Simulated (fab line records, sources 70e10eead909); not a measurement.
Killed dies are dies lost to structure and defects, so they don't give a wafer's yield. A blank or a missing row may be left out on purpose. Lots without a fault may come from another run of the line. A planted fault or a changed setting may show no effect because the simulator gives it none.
fab line records | flow nand_harc
record lots=12 wafers=36 last_day=33
route steps=1302 shown P_GATE@143 END@1302
lots that met no fault: from a run of the same line without faults
start_h: hours from the record's first day to the start of the lot's first wafer shown | wait_h: hours since the lot's step before | " the same as in the row above | L1.1+2: a row that stands for several wafers | - no value, or no start given | * or withheld: withheld | < > ~ a bound
route shown NAME@n: a module of which the file shows steps, and the number in the route of the first | usual: mean/standard deviation of fault-free wafers | same: alike in all rows | chamber/n: place in a boat | sites: the reading at each site | _std_site: their standard deviation | _edge_site: outer sites' mean less inner sites' | radius_mm: how far each site lies from the wafer's centre | mask NAME#n: copy n | behind: the tool/chamber that last shaped the wafer | hold: why the lot was held/for how many hours/how that ended | device: the transistor (n, p or np) that didn't switch | end of line: the same wafers' tests at the end of the route | a step without rows: its recipe alone | killed: dies lost to structure and defects at the first sort, not the wafer's yield | map: a wafer's dies, x killed, . not, _ none there
set.NAME: the setting as run; set.NAME@STEP: as run at that earlier step | model.NAME: the simulator's own value behind a step, which no gauge read
steps of the route over a sample of lots; a table a step, a row a wafer
services: from which hour (start_h, from the record's first day; less than 0 if before it) a tool's chamber was out of use, for how many hours, and why
## steps
# step NHARC_P_GATE_INSPECT_28
# usual raw_defect_count=6.1/3
# columns lot.wafer tool chamber start_h wait_h raw_defect_count
L128.2 defect_inspect-01 - 98.76 0.0 4
L128.3 " - " " 5
L128.6 " - " " 6
L129.1 defect_inspect-02 - 104.82 0.0 16
L129.4 " - " " 8
L129.5 " - " " 5
L130.1 defect_inspect-02 - 116.32 0.0 4
L130.3 " - " " 6
L130.4 " - " " 3
L131.3 defect_inspect-01 - 130.33 0.0 3
L131.4 " - " " 10
L131.6 " - " " 7
L132.1 defect_inspect-02 - 139.19 0.0 7
L132.4 " - " " 3
L132.6 " - " " 6
L135.2 defect_inspect-02 - 171.64 0.0 11
L135.5 " - " " 7
L135.6 " - " " 5
L136.1 defect_inspect-01 - 171.90 0.0 4
L136.2 " - " " 11
L136.4 " - " " 5
L137.2 defect_inspect-02 - 186.73 0.0 10
L137.3 " - " " 4
L137.4 " - " " 4
L138.1 defect_inspect-02 - 192.21 0.0 3
L138.3 " - " " 3
L138.5 " - " " 4
L143.1 defect_inspect-02 - 244.08 0.0 13
L143.2 " - " " 9
L143.3 " - " " 9
L147.3 defect_inspect-02 - 289.30 0.0 8
L147.5 " - " " 3
L147.6 " - " " 4
L150.1 defect_inspect-01 - 317.39 0.0 6
L150.2 " - " " 3
L150.3 " - " " 0
# step NHARC_P_GATE_DESCUM_31
# recipe time_s=3 o2_flow_sccm=200 ar_flow_sccm=0 bias_power_w=0 chemistry=O2
# usual drypump_motor_current_A=5.6/0.34 oes_product_au=1.000/0.0082 rf_vpp_V=57.7/0.91 showerhead_plenum_p_Torr=1.91/0.077 throttle_valve_pct=11.311/0.0089
# same bias_power_w=0
# columns lot.wafer tool chamber start_h wait_h drypump_motor_current_A oes_product_au rf_hours_counter_h rf_vpp_V showerhead_plenum_p_Torr throttle_valve_pct
L128.3 rie_diel-02 2 98.82 0.1 5.3 0.995 1.8 58.3 1.84 11.295
L128.2 " 0 " " 5.6 1.003 2.6 57.8 1.96 11.304
L128.6 " 2 " " 5.3 0.989 - 56.4 1.84 11.315
L129.1 rie_diel-13 3 104.88 0.1 5.8 1.009 5.9 57.3 1.91 11.311
L129.5 " 3 " " 5.7 1.011 - 56.2 1.91 11.316
L129.4 " 2 " " 5.8 0.996 - 59.3 1.94 11.322
L130.3 rie_diel-13 2 116.38 0.1 5.8 0.982 6.8 57.3 1.94 11.317
L130.1 " 3 " " 5.8 0.992 7.8 56.4 1.91 11.314
L130.4 " 0 " " 5.1 0.995 - 58.7 1.82 11.305
L131.3 rie_diel-13 2 130.39 0.1 5.8 0.988 7.9 57.9 1.94 11.295
L131.4 " 1 " " 5.4 0.994 5.5 57.0 1.80 11.300
L131.6 " 2 " " 5.8 0.989 - 58.0 1.94 11.299
L132.1 rie_diel-02 1 139.26 0.1 5.4 0.989 3.9 59.2 1.94 11.320
L132.4 " 2 " " 5.3 0.993 3.9 57.2 1.84 11.315
L132.6 " 1 " " 5.3 0.993 - 60.0 1.94 11.315
L135.2 rie_diel-05 1 171.70 0.1 5.9 1.013 4.7 58.4 1.97 11.316
L135.6 " 1 " " 5.9 1.016 - 57.3 1.97 11.316
L135.5 " 2 " " 6.0 1.004 - 56.7 1.80 11.327
L136.1 rie_diel-02 1 171.96 0.1 5.4 1.000 6.0 58.0 1.94 11.317
L136.4 " 2 " " 5.3 1.015 5.6 59.1 1.84 11.310
L136.2 " 0 " " 5.6 0.997 6.7 57.2 1.96 11.308
L137.3 rie_diel-02 2 186.79 0.1 5.3 1.000 6.1 57.2 1.84 11.310
L137.2 " 0 " " 5.6 1.015 7.2 58.3 1.96 11.330
L137.4 " 1 " " 5.4 1.012 6.5 57.4 1.94 11.301
L138.3 rie_diel-02 1 192.28 0.1 5.4 1.003 6.7 57.2 1.93 11.305
L138.1 " 3 " " 6.2 1.006 6.9 58.2 2.02 11.321
L138.5 " 1 " " 5.3 1.013 - 59.2 1.93 11.311
L143.3 rie_diel-13 0 244.14 0.1 5.2 0.999 3.3 58.5 1.82 11.315
L143.1 " 2 " " 5.8 1.000 2.5 58.7 1.94 11.307
L143.2 " 3 " " 5.8 0.990 2.8 58.2 1.91 11.306
L147.3 rie_diel-02 0 289.36 0.1 5.6 0.995 4.8 57.6 1.96 11.314
L147.6 " 0 " " 5.6 0.995 - 58.9 1.96 11.315
L147.5 " 1 " " 5.3 1.003 - 57.4 1.93 11.319
L150.3 rie_diel-02 1 317.45 0.1 5.3 0.988 5.2 58.7 1.93 11.309
L150.2 " 2 " " 5.3 0.992 5.5 57.6 1.84 11.310
L150.1 " 0 " " 5.6 0.992 5.9 58.0 1.96 11.303
# step NHARC_P_GATE_EXPOSE_56
# recipe na=0.6 target_cd_nm=720 dose_mj=14.81 mask_id=P_PSD
# columns lot.wafer tool chamber start_h wait_h mask
L128.2+3+6 krf_scanner-03 0 112.19 - P_PSD#0
L129.1+4+5 krf_scanner-01 0 118.42 - P_PSD#0
L130.1+3+4 krf_scanner-03 0 129.80 - P_PSD#0
L131.3+4+6 krf_scanner-03 0 143.66 - P_PSD#0
L132.1+4+6 krf_scanner-02 0 152.85 - P_PSD#0
L135.2+5+6 krf_scanner-01 0 185.13 - P_PSD#0
L136.1+2+4 krf_scanner-02 0 187.55 - P_PSD_R1#0
L137.2+3+4 krf_scanner-02 0 200.12 - P_PSD#0
L138.1+3+5 krf_scanner-01 0 206.76 - P_PSD#0
L143.1+2+3 krf_scanner-02 0 257.94 - P_PSD#0
L147.3+5+6 krf_scanner-01 0 304.89 - P_PSD#0
L150.1+2+3 krf_scanner-02 0 330.73 - P_PSD#0
# step NHARC_P_GATE_CD_MEAS_59
# recipe target_cd_nm=720 landing_energy_ev=500
# usual cd_nm=720.2/1.2
# columns lot.wafer tool chamber start_h wait_h hold cd_nm
L128.2 cd_sem-03 0 112.34 - - 717.6
L128.3 " 0 " " - 721.3
L128.6 " 0 " " - 718.7
L129.1 cd_sem-02 0 118.57 - - 719.8
L129.4 " 0 " " - 721.4
L129.5 " 0 " " - 719.6
L130.1 cd_sem-03 0 129.96 - - 722.0
L130.3 " 0 " " - 720.9
L130.4 " 0 " " - 721.9
L131.3 cd_sem-01 0 143.81 - - 720.2
L131.4 " 0 " " - 720.1
L131.6 " 0 " " - 718.5
L132.1 cd_sem-01 0 153.00 - - 719.4
L132.4 " 0 " " - 719.4
L132.6 " 0 " " - 719.1
L135.2 cd_sem-01 0 185.28 - - 718.8
L135.5 " 0 " " - 719.8
L135.6 " 0 " " - 721.0
L136.1 cd_sem-01 0 187.71 - await_dispo/0.2h/release 731.8
L136.2 " 0 " " await_dispo/0.2h/release 733.0
L136.4 " 0 " " await_dispo/0.2h/release 732.7
L136.1 cd_sem-01 0 - - - 731.6
L136.2 " 0 " " - 733.2
L136.4 " 0 " " - 733.1
L137.2 cd_sem-02 0 200.28 - - 719.8
L137.3 " 0 " " - 720.5
L137.4 " 0 " " - 719.3
L138.1 cd_sem-01 0 206.91 - - 719.3
L138.3 " 0 " " - 719.9
L138.5 " 0 " " - 719.1
L143.1 cd_sem-02 0 258.10 - - 719.8
L143.2 " 0 " " - 717.8
L143.3 " 0 " " - 719.1
L147.3 cd_sem-02 0 305.04 - - 719.8
L147.5 " 0 " " - 720.0
L147.6 " 0 " " - 721.6
L150.1 cd_sem-02 0 330.89 - - 721.3
L150.2 " 0 " " - 722.6
L150.3 " 0 " " - 724.5
# step NHARC_P_GATE_STRIP_112
# recipe power_w=1500 temp_c=110 time_s=200 chemistry=N2/H2
# usual drypump_motor_current_A=5.45/0.29 heater_power_w=84/6.2
# columns lot.wafer tool chamber start_h wait_h drypump_motor_current_A heater_power_w rf_hours_counter_h
L128.2 plasma_asher-01 1 112.91 0.2 5.72 89 25
L128.3 " 1 " " 5.71 90 -
L128.6 " 1 " " 5.72 89 -
L129.1 plasma_asher-01 1 119.15 0.2 5.75 91 27
L129.4 " 0 " " 5.39 80 -
L129.5 " 0 " " 5.41 78 -
L130.1 plasma_asher-01 0 130.49 0.2 5.38 81 28
L130.3 " 0 " " 5.38 81 -
L130.4 " 1 " " 5.75 88 -
L131.3 plasma_asher-01 0 144.43 0.2 5.38 80 -
L131.4 " 1 " " 5.74 87 -
L131.6 " 1 " " 5.73 90 -
L132.1 plasma_asher-01 0 153.60 0.2 5.35 79 34
L132.4 " 0 " " 5.36 78 -
L132.6 " 1 " " 5.72 90 -
L135.2 plasma_asher-01 0 185.85 0.2 5.39 80 3
L135.6 " 1 " " 5.73 94 -
L135.5 " 0 " " 5.36 81 -
L136.1 plasma_asher-01 0 192.07 0.7 5.36 83 4
L136.2 " 1 " " 5.72 94 4
L136.4 " 1 " " 5.72 92 -
L137.2 plasma_asher-02 1 200.85 0.2 4.91 84 20
L137.4 " 0 " " 5.64 76 -
L137.3 " 1 " " 4.92 85 -
L138.1 plasma_asher-02 0 207.54 0.3 5.65 77 21
L138.3 " 1 " " 4.94 83 -
L138.5 " 1 " " 4.94 87 -
L143.2 plasma_asher-01 0 258.63 0.2 5.34 82 19
L143.1 " 1 " " 5.73 94 19
L143.3 " 1 " " 5.72 94 -
L147.3 plasma_asher-01 1 305.86 0.2 5.72 94 -
L147.5 " 1 " " 5.72 94 -
L147.6 " 0 " " 5.36 81 -
L150.2 plasma_asher-01 0 331.43 0.2 5.38 79 36
L150.1 " 1 " " 5.71 94 36
L150.3 " 1 " " 5.71 94 -
# step NHARC_END_SORT_01
# recipe temp_c=25
# usual killed_at_array=44/16 killed_at_other=0.6/1.1 killed_at_periphery=3.9/2.6 killed_dies=48/16 killed_open=3.1/1.9 killed_short=2.4/1.8
# same gross_dies=677
# columns lot.wafer tool chamber start_h wait_h killed_at_array killed_at_other killed_at_periphery killed_dies killed_open killed_short
L136.1 prober-02 0 672.60 2.5 73 0 1 74 2 4
L136.2 prober-02 0 673.40 2.8 61 0 7 68 1 5
L136.4 prober-02 0 675.02 3.4 41 0 3 44 5 1
# killed by level:class
L136.1 A_CHANNEL_HOLE_D1:chamber_film_flake=29 A_CHANNEL_HOLE_D2:chamber_film_flake=19 A_CONTACT:chamber_film_flake=8 A_STAIRCASE:chamber_film_flake=4 A_SGD_CUT:chamber_film_flake=4 A_M0:chamber_film_flake=3 A_ONON_D2:geometric_particle:short=2 P_M0:geometric_particle:open=1
L136.2 A_CHANNEL_HOLE_D2:chamber_film_flake=29 A_CHANNEL_HOLE_D1:chamber_film_flake=16 A_CONTACT:chamber_film_flake=5 A_STAIRCASE:chamber_film_flake=4 P_ZERO_WELL:chamber_film_flake=3 P_M1:chamber_film_flake=2 A_WL_FILL:chamber_film_flake=2 P_CONTACT:geometric_particle:open=1
L136.4 A_CHANNEL_HOLE_D1:chamber_film_flake=12 A_CHANNEL_HOLE_D2:chamber_film_flake=12 A_STAIRCASE:chamber_film_flake=4 A_CONTACT:chamber_film_flake=4 A_SOURCE_PLATE:geometric_particle:short=1 A_SOURCE_PLATE:geometric_particle:open=1 A_CHANNEL_FILL_D2:geometric_particle:open=1 A_SGD_CUT:geometric_particle:open=1
## services
# columns tool chamber start_h hours kind
plasma_asher-02 - 77.39 9.0 pm
krf_scanner-02 - 94.01 4.0 pm
rie_diel-13 1 99.09 21.6 repair
rie_diel-02 1 99.57 4.2 repair
krf_scanner-01 - 140.00 4.0 pm
plasma_asher-02 - 140.53 22.4 repair
rie_diel-13 2 157.17 13.9 repair
rie_diel-13 - 165.00 9.0 pm
plasma_asher-01 - 165.04 9.0 pm
rie_diel-13 2 190.15 9.5 repair
krf_scanner-02 - 191.97 1.3 repair
rie_diel-13 1 198.32 14.4 repair
rie_diel-02 - 216.70 9.0 pm
krf_scanner-03 - 224.00 4.0 pm
plasma_asher-02 - 224.12 1.3 repair
rie_diel-13 1 241.24 4.2 repair
krf_scanner-02 - 266.01 4.0 pm
rie_diel-13 - 283.09 1.3 repair
rie_diel-13 2 284.89 14.4 repair
rie_diel-13 1 301.41 6.5 repair
krf_scanner-02 - 304.81 5.6 repair
rie_diel-02 2 310.91 4.4 repair
krf_scanner-01 - 312.00 4.0 pm
rie_diel-02 3 325.93 22.6 repair
## key
first_sign step=NHARC_P_GATE_EXPOSE_56 reading=mask direction=changed
effect step=NHARC_P_GATE_CD_MEAS_59 reading=visit direction=added
effect step=NHARC_P_GATE_CD_MEAS_59 reading=cd_nm direction=up sigmas=9.9 usual=720.2 struck=732.5
met_at NHARC_P_GATE_EXPOSE_56
struck_lots L136
tester_left_out L136
not_acting_at NHARC_P_GATE_INSPECT_28,NHARC_P_GATE_DESCUM_31,NHARC_P_GATE_STRIP_112
onset_between 152.85 187.55
fault kind=wrong_mask tool=any chamber=- onset_h=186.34 steps=NHARC_P_GATE_EXPOSE_56 aux_copy=P_PSD_R1#0 cd_offset_nm=12.857 scope=struck_lots_only
# tester_left_out: of these lots the tester's yield and bins aren't shown, on N5 and GAA mostly nor the transistor test; their killed dies are dies lost to structure and defects alone, not to doping, threshold or leakage, so they don't give the yield
